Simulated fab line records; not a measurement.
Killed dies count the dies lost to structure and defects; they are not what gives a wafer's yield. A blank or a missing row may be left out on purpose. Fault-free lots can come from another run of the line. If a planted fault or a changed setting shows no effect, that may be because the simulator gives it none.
Problem report, 8D (eight disciplines) form, completed by code | flow nand harc | the parts of the form that need people (team, actions taken, sign-off) are left out

## 1. WHAT WENT WRONG
run length s at NHARC_A_BONDPAD_ETCH_34 reads a mean of 65.5 s on 2 wafers of 2 lots; wafers without a fault read 87.2 s with a standard deviation of 0.47. Relative to the usual mean, that is a shift of -46 standard deviations.
The step: etches the open film in N2/H2, target depth 60 nm, overetch 18 nm, time 65.91 s.
First seen on wafer L811.3, day 29 07:31, on rie diel-11. At this step, 42 wafers from 14 lots have a number in the record. By rule, "out" or "out of limits" means more than 4 standard deviations away from the usual mean. The rest of the wafers with a number are treated as sound.

## 2. WHAT THIS IS AND IS NOT
question                    | is                | is not
which readings at this step | run length s      | drypump motor current A, oes product au, rf vpp V, showerhead plenum p Torr, throttle valve pct
which lots                  | L811, L812        | L797, L798, L799, L800, L801, L803, L804, L807, L814, L817, L818, L819
which wafers of those lots  | L811.3, L812.2    | L811.2, L811.4, L812.1, L812.6
read on which tools         | rie diel-11       | rie diel-02, rie diel-09
when                        | from day 29 07:31 | up to then (26 sound wafers); but 14 sound wafers of L812, L814, L817, L818, L819 came after

## 3. THE SUSPECTS, EACH WITH WHAT RULES IT OUT
Counting: a tool at a process step up to the reading stays a suspect if it ran every lot that is out. Sound lots after the first of them don't rule it out here, since some wafers of a struck lot are sound.
- pecvd-04 at NHARC_A_M1_DEP_33 (deposits SiCN, target thk 30 nm): kept. It ran every lot that is out, first L811 (day 29 05:22); its last sound lot up to then is L803 (day 26 06:44).
- rie diel-11 at NHARC_A_BONDPAD_DESCUM_11 (chemistry O2, time 3 s): kept. It ran every lot that is out, first L811 (day 29 07:25); its last sound lot up to then is L803 (day 26 08:43).
- rie diel-11 at NHARC_A_BONDPAD_ETCH_34 (etches the open film in N2/H2, target depth 60 nm, overetch 18 nm, time 65.91 s): kept. It ran every lot that is out, first L811 (day 29 07:31); its last sound lot up to then is L803 (day 26 08:47). Its own readings are out on those wafers: run length s.
- In rie diel-11 at NHARC_A_BONDPAD_DESCUM_11, the wafers that are out were processed in chamber 0 and their sound lot-mates in chambers 1, 2, 3.
- In rie diel-11 at NHARC_A_BONDPAD_ETCH_34, the wafers that are out were processed in chamber 0 and their sound lot-mates in chambers 1, 3.
After the count, these remain: pecvd-04 at NHARC_A_M1_DEP_33, rie diel-11 at NHARC_A_BONDPAD_DESCUM_11 and rie diel-11 at NHARC_A_BONDPAD_ETCH_34.

## 4. THE CAUSE (what the simulator had put in)
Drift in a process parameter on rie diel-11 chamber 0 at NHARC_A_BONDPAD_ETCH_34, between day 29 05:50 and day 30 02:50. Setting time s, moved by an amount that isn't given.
3 suspects survive the count, and this tool is in that group.

## 5. THE EFFECT CHAIN, in route order
Each row: a reading where the mean over the struck wafers with a number is more than 3 standard deviations away from the usual. Only readings whose record carries a usual standard deviation are examined. hours: median over the lots of the time between each lot's start at the first step of this table that gives one and its start at this step. sigmas: the change, counted in usual standard deviations.
hours | step                    | reading      | usual  | on struck wafers | change | sigmas
0     | NHARC_A_BONDPAD_ETCH_34 | run length s | 87.2 s | 65.5             | -21.8  | -46
The process steps in it:
- NHARC_A_BONDPAD_ETCH_34: etches the open film in N2/H2, target depth 60 nm, overetch 18 nm, time 65.91 s.

## 6. HOW IT WOULD HAVE BEEN CAUGHT EARLIER
2 hours passed between the start of the fault at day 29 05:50 and the first reading out of limits in this record, taken at day 29 07:31.
